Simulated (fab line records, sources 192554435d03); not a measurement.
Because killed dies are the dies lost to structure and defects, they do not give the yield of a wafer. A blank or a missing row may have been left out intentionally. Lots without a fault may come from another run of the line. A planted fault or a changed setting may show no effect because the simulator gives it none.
fab line records    flow n5_finfet
record lots=10  wafers=30  last_day=17
route steps=1938 shown BEOL_M8@1374 PASSIVATION@1936
lots that met no fault: from a run of the same line without faults
start_h: the number of hours between the record's first day and the start of the first shown wafer of the lot    wait_h: how many hours have passed since the lot's step before this one    " same as the row above    L1.1+2: a single row standing in for several wafers    - no value, or no start given    * or withheld: withheld    < > ~ a bound
route shown NAME@n: names a module that has steps shown in the file, with the first one's number in the route    usual: mean/standard deviation taken from wafers without a fault    same: alike in all rows    chamber/n: place in a boat    sites: the reading at each site    _std_site: how widely they spread, as a standard deviation    _edge_site: the outer-site mean with the inner-site mean subtracted    radius_mm: for every site, how far away it sits from the centre of the wafer    mask NAME#n: copy n    behind: the tool/chamber that last shaped the wafer    hold: why the lot was held/for how many hours/how that ended    device: transistor that didn't switch, given as n, p or np    end of line: the route-end tests of the same wafers    for a step that has no rows: nothing shown but its recipe    killed: count of dies lost to structure and defects at first sort (not the wafer's yield)    map: per-die view of a wafer (x killed, . not killed, _ where there is no die)
set.NAME: the run value of the setting; set.NAME@STEP: its run value at that earlier step    model.NAME: the simulator's own value behind a step, which no gauge read
a sample of lots followed through the steps of the route, with each step as a table and each wafer as a row
services: a tool's chamber out of use, with start hour (start_h, from the record's first day; less than 0 if before it), hours out, and reason
## steps
# step N5_BEOL_M8_VIA_ETCH_34
# recipe chemistry=C4F6/O2  target=SiCOH_lowk  target_depth_a=1255  mask_material=SOC  taper_deg=4  time_s=50.5  ion_energy_ev=250  pressure_mtorr=30  source_w=345  bias_w=185  Ar_flow_sccm=300  C4F6_flow_sccm=10  O2_flow_sccm=10
# usual drypump_motor_current_A=5.5/0.52  oes_product_au=0.79/0.08  rf_vpp_V=666/9  showerhead_plenum_p_Torr=2.84/0.096  throttle_valve_pct=20.90/0.25
lot.wafer  tool         chamber  start_h  wait_h  drypump_motor_current_A  oes_product_au  rf_hours_counter_h  rf_vpp_V  showerhead_plenum_p_Torr  throttle_valve_pct
L277.2     rie_diel-03  1        191.54   0.0     4.8                      0.79            104                 665       2.77                      20.62
L277.3     "            3        "        "       5.8                      0.93            18                  672       2.90                      20.83
L277.5     "            1        "        "       4.8                      0.79            -                   665       2.77                      20.62
L278.1     rie_diel-06  2        210.53   0.0     5.2                      0.80            122                 673       2.74                      20.95
L278.3     "            1        "        "       5.4                      0.79            114                 677       2.88                      20.98
L278.5     "            0        "        "       5.0                      0.72            -                   650       2.93                      21.09
L282.1     rie_diel-03  2        217.20   0.0     5.7                      0.70            224                 668       2.72                      21.15
L282.2     "            0        "        "       6.3                      0.70            233                 668       2.92                      21.08
L282.5     "            2        "        "       5.8                      0.69            -                   668       2.72                      21.15
L284.2     rie_diel-01  0        232.11   0.0     5.6                      0.71            230                 668       2.79                      21.04
L284.4     "            1        "        "       5.8                      0.91            26                  651       2.79                      20.70
L284.5     "            0        "        "       5.6                      0.71            -                   667       2.79                      21.03
L294.3     rie_diel-01  3        300.47   0.0     6.5                      0.80            91                  674       2.98                      20.60
L294.4     "            2        "        "       5.1                      0.74            -                   657       2.97                      21.34
L294.6     "            1        "        "       5.7                      0.87            -                   650       2.78                      20.72
L292.2     rie_diel-01  3        301.22   0.0     6.5                      0.81            91                  675       2.98                      20.60
L292.3     "            2        "        "       5.2                      0.75            152                 657       2.97                      21.33
L292.5     "            3        "        "       6.5                      0.81            -                   676       2.98                      20.61
L297.2     rie_diel-06  1        321.91   0.0     5.3                      0.75            151                 677       2.86                      21.04
L297.3     "            2        "        "       5.2                      0.77            164                 673       2.72                      21.03
L297.4     "            3        "        "       4.9                      0.75            129                 674       2.73                      20.55
L298.1     rie_diel-03  0        329.86   0.0     6.2                      0.95            13                  668       2.90                      20.81
L298.4     "            2        "        "       5.7                      0.95            5                   679       3.04                      20.79
L298.5     "            0        "        "       6.3                      0.95            -                   668       2.90                      20.79
L299.1     rie_diel-01  1        332.88   0.0     5.7                      0.85            59                  648       2.77                      20.73
L299.2     "            0        "        "       5.6                      0.99            5                   667       2.78                      20.74
L299.6     "            0        "        "       5.6                      0.99            -                   667       2.78                      20.72
L300.1     rie_diel-01  0        337.84   0.0     5.6                      0.99            7                   667       2.78                      20.74
L300.3     "            1        "        "       5.7                      0.85            61                  649       2.77                      20.76
L300.5     "            3        "        "       6.5                      0.79            -                   674       2.97                      20.64
# step N5_BEOL_M8_TRENCH_ETCH_37
# recipe chemistry=C4F6/O2  target_depth_a=934.78  target=SiCOH_lowk  time_s=31.2  ion_energy_ev=250  pressure_mtorr=30  source_w=345  bias_w=185  Ar_flow_sccm=300  C4F6_flow_sccm=10  O2_flow_sccm=10
# usual drypump_motor_current_A=5.5/0.52  oes_product_au=0.78/0.08  rf_vpp_V=666/9  showerhead_plenum_p_Torr=2.84/0.096  throttle_valve_pct=20.93/0.25
lot.wafer  tool         chamber  start_h  wait_h  drypump_motor_current_A  oes_product_au  rf_hours_counter_h  rf_vpp_V  showerhead_plenum_p_Torr  throttle_valve_pct
L277.2     rie_diel-03  1        -        -       4.8                      0.79            104                 665       2.77                      20.65
L277.3     "            3        "        "       5.8                      0.92            18                  671       2.90                      20.86
L277.5     "            1        "        "       4.8                      0.79            -                   664       2.77                      20.64
L278.1     rie_diel-06  2        -        -       5.2                      0.80            122                 672       2.74                      20.99
L278.3     "            1        "        "       5.4                      0.78            114                 678       2.88                      21.01
L278.5     "            0        "        "       5.0                      0.72            -                   652       2.93                      21.16
L282.1     rie_diel-03  2        -        -       5.8                      0.70            224                 667       2.72                      21.18
L282.2     "            0        "        "       6.3                      0.69            233                 668       2.92                      21.12
L282.5     "            2        "        "       5.8                      0.69            -                   667       2.72                      21.18
L284.2     rie_diel-01  0        -        -       5.6                      0.71            230                 667       2.79                      21.07
L284.4     "            1        "        "       5.8                      0.91            26                  651       2.79                      20.74
L284.5     "            0        "        "       5.6                      0.71            -                   667       2.79                      21.08
L294.3     rie_diel-01  3        -        -       6.5                      0.81            91                  675       2.98                      20.64
L294.4     "            2        "        "       5.2                      0.75            -                   656       2.97                      21.36
L294.6     "            1        "        "       5.8                      0.87            -                   650       2.78                      20.75
L292.2     rie_diel-01  3        -        -       6.5                      0.81            91                  676       2.98                      20.64
L292.3     "            2        "        "       5.1                      0.75            152                 659       2.97                      21.36
L292.5     "            3        "        "       6.5                      0.81            -                   674       2.98                      20.63
L297.2     rie_diel-06  1        -        -       5.4                      0.75            151                 676       2.86                      21.05
L297.3     "            2        "        "       5.2                      0.76            164                 671       2.72                      21.05
L297.4     "            3        "        "       4.9                      0.76            129                 672       2.73                      20.60
L298.1     rie_diel-03  0        -        -       6.3                      0.94            13                  669       2.90                      20.82
L298.4     "            2        "        "       5.8                      0.93            5                   680       3.04                      20.83
L298.5     "            0        "        "       6.3                      0.96            -                   666       2.90                      20.83
L299.1     rie_diel-01  1        -        -       5.7                      0.84            60                  649       2.77                      20.79
L299.2     "            0        "        "       5.7                      0.98            5                   668       2.78                      20.77
L299.6     "            0        "        "       5.7                      1.00            -                   668       2.78                      20.78
L300.1     rie_diel-01  0        -        -       5.6                      0.98            7                   667       2.78                      20.78
L300.3     "            1        "        "       5.7                      0.84            61                  651       2.77                      20.78
L300.5     "            3        "        "       6.5                      0.79            -                   674       2.97                      20.65
# step N5_BEOL_M8_SPUTTER_48
# recipe material=Cu  target_thk_a=100  temp_c=-20  bias_v=60  power_w=26000  chamber_pressure_pa=0.13  time_s=1.667
# usual bias_v=59.9/0.67  cathode_dc_power_W=26000/4.2  chamber_pressure_pa=0.12999/0.00028  throttle_valve_pct=30.4/0.8
lot.wafer  tool            chamber  start_h  wait_h  bias_v  cathode_dc_power_W  chamber_pressure_pa  throttle_valve_pct
L277.2     pvd_sputter-02  -        194.05   0.4     60.5    26005               0.12981              31.6
L277.3     "               -        "        "       60.9    25998               0.12994              30.5
L277.5     "               -        "        "       60.4    26001               0.13034              29.8
L278.1     pvd_sputter-02  -        212.45   0.1     59.4    25996               0.12997              30.0
L278.3     "               -        "        "       60.3    25996               0.13004              31.5
L278.5     "               -        "        "       59.1    26003               0.12982              29.5
L282.1     pvd_sputter-02  -        218.93   0.1     59.9    25994               0.13                 29.4
L282.2     "               -        "        "       60.0    26002               0.13045              30.6
L282.5     "               -        "        "       59.8    25995               0.12997              30.7
L284.2     pvd_sputter-02  -        233.99   0.1     60.3    25996               0.12994              31.4
L284.4     "               -        "        "       59.0    26003               0.13027              30.3
L284.5     "               -        "        "       59.0    25999               0.12969              29.5
L294.3     pvd_sputter-02  -        302.24   0.1     58.9    25997               0.13042              30.7
L294.4     "               -        "        "       60.4    24598               0.12976              31.6
L294.6     "               -        "        "       59.5    25995               0.13007              29.5
L292.2     pvd_sputter-02  -        304.32   1.8     59.8    26002               0.12975              29.8
L292.3     "               -        "        "       60.2    24595               0.13049              31.5
L292.5     "               -        "        "       59.6    25998               0.13023              29.5
L297.2     pvd_sputter-03  -        324.99   0.1     59.4    25995               0.13018              29.7
L297.3     "               -        "        "       61.1    25999               0.12972              29.6
L297.4     "               -        "        "       59.8    26000               0.13021              29.6
L298.1     pvd_sputter-01  -        331.81   0.1     58.9    26007               0.13032              30.4
L298.4     "               -        "        "       59.4    26007               0.13004              30.1
L298.5     "               -        "        "       59.9    25996               0.13019              32.1
L299.1     pvd_sputter-01  -        336.51   0.2     59.7    26006               0.12975              31.9
L299.2     "               -        "        "       58.4    25999               0.1301               30.3
L299.6     "               -        "        "       58.9    26005               0.13016              30.0
L300.1     pvd_sputter-03  -        339.71   0.2     60.0    25996               0.12996              29.8
L300.3     "               -        "        "       60.5    26005               0.12991              29.7
L300.5     "               -        "        "       59.2    26004               0.13015              29.6
# step N5_BEOL_M8_RS_MEAS_57
# recipe thk_meas_gauge=four-point-probe  reads=Cu_of_BEOL_M8_ECD_50+Co_of_BEOL_M8_CVD_78+TaN_of_BEOL_M8_ALD_77
# usual M8_RS=0.287/0.0087
lot.wafer  tool           chamber  start_h  wait_h  M8_RS[ohm/sq]
L277.2     film_metro-01  -        195.35   0.1     0.287
L277.3     "              -        "        "       0.284
L277.5     "              -        "        "       0.299
L278.1     film_metro-01  -        213.45   0.1     0.284
L278.3     "              -        "        "       0.287
L278.5     "              -        "        "       0.283
L282.1     film_metro-01  -        219.95   0.1     0.290
L282.2     "              -        "        "       0.294
L282.5     "              -        "        "       0.297
L284.2     film_metro-01  -        235.34   0.1     0.284
L284.4     "              -        "        "       0.277
L284.5     "              -        "        "       0.289
L294.3     film_metro-02  -        303.39   0.1     0.282
L294.4     "              -        "        "       0.298
L294.6     "              -        "        "       0.298
L292.2     film_metro-02  -        305.37   0.1     0.282
L292.3     "              -        "        "       0.298
L292.5     "              -        "        "       0.287
L297.2     film_metro-02  -        326.02   0.1     0.284
L297.3     "              -        "        "       0.283
L297.4     "              -        "        "       0.293
L298.1     film_metro-01  -        333.39   0.1     0.268
L298.4     "              -        "        "       0.278
L298.5     "              -        "        "       0.263
L299.1     film_metro-02  -        337.44   0.1     0.269
L299.2     "              -        "        "       0.265
L299.6     "              -        "        "       0.270
L300.1     film_metro-01  -        340.98   0.1     0.268
L300.3     "              -        "        "       0.291
L300.5     "              -        "        "       0.283
# step N5_PASSIVATION_PROBE_49
# usual defect_limited_yield=91.3/1.5  killed_at_M0_to_M3=34/9.4  killed_at_M4_up=13/5.3  killed_at_contacts=13/5.7  killed_at_front_end=40/10  killed_at_other=3.7/2.8  killed_dies=103/17  killed_on_rim=13/4.2  killed_open=67/13  killed_short=35/8.5  sort_bin_4_leakage=0.00/0.016  sort_bin_5_function=5.0/0.98  sort_bin_6_memory=3.3/0.7  sort_n_pass=1077/17  sort_yield_pct=91.3/1.5
# same gross_dies=1180  killed_at_back_side=0  sort_bin_8_speed[%]=0
lot.wafer  tool       chamber  start_h  wait_h  defect_limited_yield[%]  killed_at_M0_to_M3  killed_at_M4_up  killed_at_contacts  killed_at_front_end  killed_at_other  killed_dies  killed_on_rim  killed_open  killed_short  sort_bin_4_leakage[%]  sort_bin_5_function[%]  sort_bin_6_memory[%]  sort_n_pass  sort_yield_pct[%]
L282.1     prober-01  -        289.51   0.0     90.9                     43                  9                21                  30                   4                107          13             68           33            0                      5.2                     3.3                   1073         90.9
L282.2     prober-01  -        289.56   0.1     91.4                     36                  7                12                  43                   3                101          8              66           34            0                      4.8                     3.1                   1079         91.4
L282.5     prober-01  -        289.71   0.2     91.9                     37                  11               7                   37                   4                96           10             56           36            0                      4.2                     3.2                   1084         91.9
# killed by level:class
L282.1 MOL_CONTACT_COAG:geometric_particle:open=18 BEOL_M0_SAQP:geometric_particle:open=11 BEOL_M0_SAQP:geometric_particle:short=9 STI_FIN_REVEAL:geometric_particle:open=9 FIN_SAQP:geometric_particle:short=7 BEOL_M0:geometric_particle:open=6 BEOL_M2:geometric_particle:open=5 BEOL_M3:geometric_particle:open=5
L282.2 STI_FIN_REVEAL:geometric_particle:open=10 MOL_CONTACT_COAG:geometric_particle:open=10 BEOL_M2:geometric_particle:open=9 BEOL_M3:geometric_particle:open=9 FIN_SAQP:geometric_particle:short=7 FIN_SAQP:geometric_particle:open=5 GATE_CUT:geometric_particle:short=5 STI_FIN_REVEAL:geometric_particle:short=5
L282.5 STI_FIN_REVEAL:geometric_particle:open=12 FIN_SAQP:geometric_particle:short=10 BEOL_M0_SAQP:geometric_particle:short=8 FIN_SAQP:geometric_particle:open=7 MOL_CONTACT_COAG:geometric_particle:open=7 BEOL_M2:geometric_particle:open=7 BEOL_M0_SAQP:geometric_particle:open=6 BEOL_M3:geometric_particle:open=5
## services
tool            chamber  start_h  hours  kind
rie_diel-03     0        187.82   10.9   repair
rie_diel-06     0        188.36   17.2   repair
rie_diel-03     1        213.27   14.2   repair
rie_diel-03     0        218.88   6.2    repair
rie_diel-06     1        254.91   6.7    repair
rie_diel-06     3        258.08   2.7    repair
rie_diel-03     0        272.04   -      clean
rie_diel-03     0        272.04   -      consumable_replace:focus_ring
rie_diel-03     0        272.04   22.2   scheduled_down
rie_diel-03     0        272.04   22.2   vent_cycle
pvd_sputter-03  -        278.15   5.5    repair
rie_diel-03     2        294.28   -      clean
rie_diel-03     2        294.28   -      consumable_replace:focus_ring
rie_diel-03     2        294.28   -      consumable_replace:showerhead
rie_diel-03     2        294.28   25.3   scheduled_down
rie_diel-03     2        294.28   25.3   vent_cycle
pvd_sputter-02  -        294.67   5.9    repair
rie_diel-01     0        299.89   -      clean
rie_diel-01     0        299.89   -      consumable_replace:focus_ring
rie_diel-01     0        299.89   15.7   scheduled_down
rie_diel-01     0        299.89   15.7   vent_cycle
pvd_sputter-01  -        310.24   2.1    repair
rie_diel-06     2        336.84   9.5    repair
## key
first_sign step=N5_BEOL_M8_SPUTTER_48  reading=cathode_dc_power_W  direction=down  sigmas=99+  usual=*  struck=*
effect none on later readings
met_at N5_BEOL_M8_SPUTTER_48
struck_lots L292,L294
struck_wafers L292.3,L294.4
not_acting_at N5_BEOL_M8_VIA_ETCH_34,N5_BEOL_M8_TRENCH_ETCH_37,N5_BEOL_M8_RS_MEAS_57
onset_between 233.99 302.24
fault kind=process_parameter_drift  tool=pvd_sputter-02  chamber=-  onset_h=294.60  steps=N5_BEOL_M8_SPUTTER_48  channel=power_w  offset=*  shape=step  end_h=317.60  acts_in=*  stated=*  scope=struck_wafers_only
